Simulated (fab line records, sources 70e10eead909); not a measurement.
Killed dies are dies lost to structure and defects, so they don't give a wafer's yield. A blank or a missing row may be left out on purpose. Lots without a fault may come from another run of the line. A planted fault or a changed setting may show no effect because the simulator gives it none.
Problem report in the 8D (eight disciplines) form, filled by code | flow nand_harc | the parts of the form that need people (team, actions taken, sign-off) are left out

1. THE PROBLEM
oes_product_au at NHARC_A_STAIRCASE_TRIM_231 reads a mean of 0.834 a.u. on 2 wafers of 2 lots; wafers without a fault read 0.998 a.u. with a standard deviation of 0.0093. That is -18 standard deviations from the usual mean.
The step: chemistry O2, time 211.2 s.
First seen on wafer L417.3, day 15 05:04, on rie_diel-04. The record holds 36 wafers of 12 lots with a number at this step. Rule for "out", or "out of limits": more than 4 standard deviations from the usual mean. The other wafers with a number count as sound.

2. WHAT IT IS AND WHAT IT IS NOT
question                    | is                | is not
which readings at this step | oes_product_au    | drypump_motor_current_A, o2_flow_sccm, rf_vpp_V, showerhead_plenum_p_Torr, throttle_valve_pct
which lots                  | L417, L419        | L400, L402, L403, L405, L406, L407, L409, L410, L412, L414
which wafers of those lots  | L417.3, L419.3    | L417.4, L417.5, L419.1, L419.5
read on which tools         | rie_diel-04       | rie_diel-05, rie_diel-06
when                        | from day 15 05:04 | up to then (32 sound wafers); but 2 sound wafers of L419 came after

3. SUSPECTS, AND WHAT RULES EACH OUT
Counting: a tool at a process step up to the reading stays a suspect if it ran every lot that is out. Sound lots after the first of them don't rule it out here, since some wafers of a struck lot are sound.
- rie_diel-04 at NHARC_A_STAIRCASE_TRIM_231 (chemistry O2, time 211.2 s): kept. It ran every lot that is out, first L417 (day 15 05:04); its last sound lot up to then is L414 (day 14 05:47). Its own readings are out on those wafers: oes_product_au.
- Within rie_diel-04 at NHARC_A_STAIRCASE_TRIM_231: the wafers that are out ran in chamber 3; their sound lot-mates ran in chambers 1, 2.
Left after counting: rie_diel-04 at NHARC_A_STAIRCASE_TRIM_231.

4. THE CAUSE (what the simulator had put in)
Process parameter drift: rie_diel-04, from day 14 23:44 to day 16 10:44, at NHARC_A_STAIRCASE_TRIM_231. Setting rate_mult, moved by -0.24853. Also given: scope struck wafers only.
Counting left only this tool.

5. THE CHAIN OF EFFECTS, in route order
Each row: a reading whose mean over the struck wafers that have a number lies more than 3 standard deviations from the usual. Only readings for which the record gives a usual standard deviation are gone through. hours: the time from each lot's start at the first step in this table that gives one to its start at this step, as a median over the lots. sigmas: the change in usual standard deviations.
hours | step                       | reading        | usual      | on struck wafers | change | sigmas
0     | NHARC_A_STAIRCASE_TRIM_231 | oes_product_au | 0.998 a.u. | 0.834            | -0.164 | -18
The process steps in it:
- NHARC_A_STAIRCASE_TRIM_231: chemistry O2, time 211.2 s.

6. WHAT WOULD HAVE CAUGHT IT SOONER
In this record the first reading out of limits was taken at day 15 05:04, 5 hours after the fault began at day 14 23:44.
